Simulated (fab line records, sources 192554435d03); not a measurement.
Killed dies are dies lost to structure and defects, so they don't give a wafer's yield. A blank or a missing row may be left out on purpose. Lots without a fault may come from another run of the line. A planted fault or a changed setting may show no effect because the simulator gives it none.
Split-lot experiment | flow n5_finfet | 7 lots, 39 wafers read, on a route of 1938 steps

THE SPLIT
At N5_SD_EPI_N_EPI_21 (deposits Si:P, time 690 s), the setting temp_c was moved away from the recipe's 680 C on 15 of the 39 wafers read, by -0.8% to +0.5%. The other wafers ran this setting at the recipe's value.

FROM THE SPLIT TO THE READING: what the file shows between them, 12 steps
- N5_SD_EPI_N_EPI_MEAS_23
- N5_SD_EPI_N_PRECLEAN_24: cleans in O3/DIW, time 60 s
- N5_SD_EPI_P_ETCH_36: etches SiARC in CF4, target depth 45.5 nm, time 75.8 s (also split here: bias_w)
- N5_SD_EPI_P_ETCH_37: etches SOC in N2/H2, overetch 108 nm, time 486 s
- N5_SD_EPI_P_STRIP_38: strips in N2/H2
- N5_SD_EPI_P_HM_STRIP_48: strips SiNx in H3PO4, material SiNx, target depth 3 nm
- N5_SD_EPI_P_SRD_49: time 30 s
- N5_SD_EPI_P_PRECLEAN_24: cleans in O3/DIW, time 45 s
- N5_SD_EPI_P_PRECLEAN_32: cleans in dHF, time 10 s
- N5_SD_EPI_P_PRECLEAN_33: cleans in SC2, time 45 s
- N5_SD_ACTIVATION_RTA_00: time 0 s
- N5_SD_ACTIVATION_LSA_01: time 0.0008 s

THE READING
RS_SD_N, in ohm/sq, at N5_SD_ACTIVATION_RS_MEAS_03 (measures by four-point-probe). Fault-free wafers of this fab line usually give 21.99 ohm/sq, standard deviation 0.26 ohm/sq.

wafer  | tool, chamber at the split | temp_c as run, C | against the recipe | RS_SD_N, ohm/sq | against lot-mates on the recipe
L076.1 | epi_rpcvd-03, 0            | 680              | recipe             | 22.16           | -
L076.2 | epi_rpcvd-03, 0            | 680              | recipe             | 22.18           | -
L076.3 | epi_rpcvd-03, 0            | 680              | recipe             | 22.17           | -
L076.4 | epi_rpcvd-03, 0            | 680              | recipe             | 22.34           | -
L076.5 | epi_rpcvd-03, 0            | 680              | recipe             | 22.18           | -
L076.6 | epi_rpcvd-03, 0            | 680              | recipe             | 22.26           | -
L078.1 | epi_rpcvd-02, 0            | 680              | recipe             | 21.87           | -
L078.2 | epi_rpcvd-02, 0            | 676.9            | -0.5%              | 23.24           | +1.50
L078.3 | epi_rpcvd-02, 0            | 676.9            | -0.5%              | 22.89           | +1.15
L078.4 | epi_rpcvd-02, 0            | 680              | recipe             | 21.49           | -
L078.5 | epi_rpcvd-02, 0            | 676.9            | -0.5%              | 23.09           | +1.35
L078.6 | epi_rpcvd-02, 0            | 680              | recipe             | 21.86           | -
L085.1 | epi_rpcvd-02, 0            | 680              | recipe             | 21.61           | -
L085.2 | epi_rpcvd-02, 0            | 674.8            | -0.8%              | 23.74           | +1.95
L085.3 | epi_rpcvd-02, 0            | 680              | recipe             | 21.97           | -
L085.4 | epi_rpcvd-02, 0            | 680              | recipe             | 21.80           | -
L085.5 | epi_rpcvd-02, 0            | 674.8            | -0.8%              | 23.61           | +1.82
L085.6 | epi_rpcvd-02, 0            | 674.8            | -0.8%              | 23.92           | +2.13
L089.1 | epi_rpcvd-03, 0            | 680              | recipe             | 21.56           | -
L089.2 | epi_rpcvd-03, 0            | 676.5            | -0.5%              | 23.02           | +1.43
L089.3 | epi_rpcvd-03, 0            | 680              | recipe             | 21.64           | -
L089.4 | epi_rpcvd-03, 0            | 680              | recipe             | 21.56           | -
L089.5 | epi_rpcvd-03, 0            | 676.5            | -0.5%              | 23.09           | +1.50
L089.6 | epi_rpcvd-03, 0            | 676.5            | -0.5%              | 23.09           | +1.50
L093.1 | epi_rpcvd-04, 0            | 680              | recipe             | 21.73           | -
L093.2 | epi_rpcvd-04, 0            | 676.8            | -0.5%              | 22.73           | +0.82
L093.3 | epi_rpcvd-04, 0            | 680              | recipe             | 22.21           | -
L093.4 | epi_rpcvd-04, 0            | 676.8            | -0.5%              | 23.03           | +1.12
L093.5 | epi_rpcvd-04, 0            | 676.8            | -0.5%              | 23.27           | +1.36
L093.6 | epi_rpcvd-04, 0            | 680              | recipe             | 21.78           | -
L094.1 | epi_rpcvd-03, 0            | 680              | recipe             | 21.83           | -
L094.2 | epi_rpcvd-03, 0            | 680              | recipe             | 21.84           | -
L094.3 | epi_rpcvd-03, 0            | 683.1            | +0.5%              | 20.42           | -1.49
L094.4 | epi_rpcvd-03, 0            | 680              | recipe             | 22.05           | -
L094.5 | epi_rpcvd-03, 0            | 683.1            | +0.5%              | 20.89           | -1.02
L094.6 | epi_rpcvd-03, 0            | 683.1            | +0.5%              | 20.62           | -1.29
L097.3 | epi_rpcvd-03, 0            | 680              | recipe             | 21.82           | -
L097.4 | epi_rpcvd-03, 0            | 680              | recipe             | 22.08           | -
L097.5 | epi_rpcvd-03, 0            | 680              | recipe             | 21.95           | -

THE FIT
A straight line over all 39 wafers: RS_SD_N changes by -2.47 ohm/sq for each +1% of temp_c; r = -0.96; the points scatter about the line by 0.22 ohm/sq.
The same after taking each lot's own level away (the mean of its wafers on the recipe; 39 wafers): -2.67 ohm/sq for each +1%; r = -0.98; scatter 0.16 ohm/sq.
On that fit, the largest move of temp_c shifts the reading by 2 ohm/sq.
The lots' own levels span 21.587 to 22.215 ohm/sq, that is 2.4 times the standard deviation above.
So the lot-to-lot level changes the slope little: the two slopes agree.
Check: with one of the wafers moved furthest among these (-0.8%) left out of the fit, the line predicts +2.05 ohm/sq for it against its lot-mates. It came out at +1.95 ohm/sq against them.

OTHER SPLITS ON THESE WAFERS
These wafers also went through other splits before the reading. Each is held against what the fit with the lots' levels taken away leaves over:
other split on the same wafers | wafers away from the commonest value | r with RS_SD_N (lot level and that fit taken away)
N5_SD_EPI_P_ETCH_36 bias_w     | 15                                   | -0.07

THE WHOLE CHAIN: every reading that the file lists as answering this split, in the file's order
step                        | what it does                 | reading                                                                         | change (the file's fit)              | r (the file's)
N5_SD_EPI_N_EPI_21          | deposits Si:P, time 690 s    | Si-P_of_SD_EPI_N_EPI_21.thk_nm (the simulator's own value, which no gauge read) | +7.06 nm for each +1% of the setting | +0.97
N5_SD_EPI_N_EPI_MEAS_23     |                              | thk_nm                                                                          | withheld for each +1% of the setting | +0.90
N5_SD_EPI_N_PRECLEAN_24     | cleans in O3/DIW, time 60 s  | Si-P_of_SD_EPI_N_EPI_21.thk_nm (the simulator's own value, which no gauge read) | +7.01 nm for each +1% of the setting | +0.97
N5_SD_EPI_P_PRECLEAN_24     | cleans in O3/DIW, time 45 s  | Si-P_of_SD_EPI_N_EPI_21.thk_nm (the simulator's own value, which no gauge read) | +6.94 nm for each +1% of the setting | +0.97
N5_SD_ACTIVATION_RS_MEAS_03 | measures by four-point-probe | RS_SD_N                                                                         | -2.67 for each +1% of the setting    | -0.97

THE FILE'S OWN FIT
RS_SD_N changes by -2.67 ohm/sq for each +1% of temp_c, r = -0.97.
